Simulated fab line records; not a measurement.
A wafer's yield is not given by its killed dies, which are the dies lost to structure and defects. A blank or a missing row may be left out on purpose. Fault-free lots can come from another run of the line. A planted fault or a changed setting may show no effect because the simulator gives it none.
Chamber matching + flow n5 finfet + N5_BEOL_M14_ETCH_68 on rie diel-06: 4 sister chambers
The step etches SOC in N2/H2, time 450 s. 8 wafers are shown with their chamber, then 8 later ones without.

## EACH WAFER AND ITS CHAMBER
| wafer  | chamber | drypump motor current A (A) | throttle valve pct (%) |
|--------|---------|-----------------------------|------------------------|
| L074.4 | 1       | 6.2                         | 17.96                  |
| L084.2 | 1       | 6.2                         | 17.57                  |
| L084.4 | 3       | 5.2                         | 17.63                  |
| L084.6 | 2       | 5.3                         | 17.69                  |
| L087.1 | 2       | 5.3                         | 17.72                  |
| L087.2 | 0       | 5.3                         | 18.19                  |
| L087.3 | 3       | 5.1                         | 17.61                  |
| L088.1 | 0       | 5.3                         | 18.18                  |

## WAFERS WITHOUT THEIR CHAMBER
| wafer  | drypump motor current A (A) | throttle valve pct (%) |
|--------|-----------------------------|------------------------|
| L088.3 | 5.1                         | 17.64                  |
| L088.4 | 6.2                         | 17.58                  |
| L093.1 | 5.1                         | 17.63                  |
| L093.4 | 5.3                         | 18.19                  |
| L093.6 | 5.3                         | 17.70                  |
| L096.3 | 6.2                         | 17.60                  |
| L096.4 | 5.3                         | 17.75                  |
| L096.6 | 5.1                         | 17.66                  |

## CHAMBER TAKEN BY EACH
| wafer  | from the rows above | in truth |
|--------|---------------------|----------|
| L088.3 | 3                   | 3        |
| L088.4 | 1                   | 1        |
| L093.1 | 3                   | 3        |
| L093.4 | 0                   | 0        |
| L093.6 | 2                   | 2        |
| L096.3 | 1                   | 1        |
| L096.4 | 2                   | 2        |
| L096.6 | 3                   | 3        |
Correct placement for 8 of the 8. Not placeable from these rows: 0. Placed wrongly: 0.
How it was worked out, from the rows above alone: a wafer's distance from a chamber is the root of the sum, over the readings, of the square of ((its reading less the chamber's mean) divided by the reading's scatter). If the next closest chamber is less than 2 further off than the closest, the wafer can't be placed; otherwise it belongs to the closest. Each chamber's mean is taken over the wafers shown for it. The scatter: take each reading less its chamber's mean, square it, sum over the shown wafers, divide by the number of wafers less the number of chambers, and take the root.
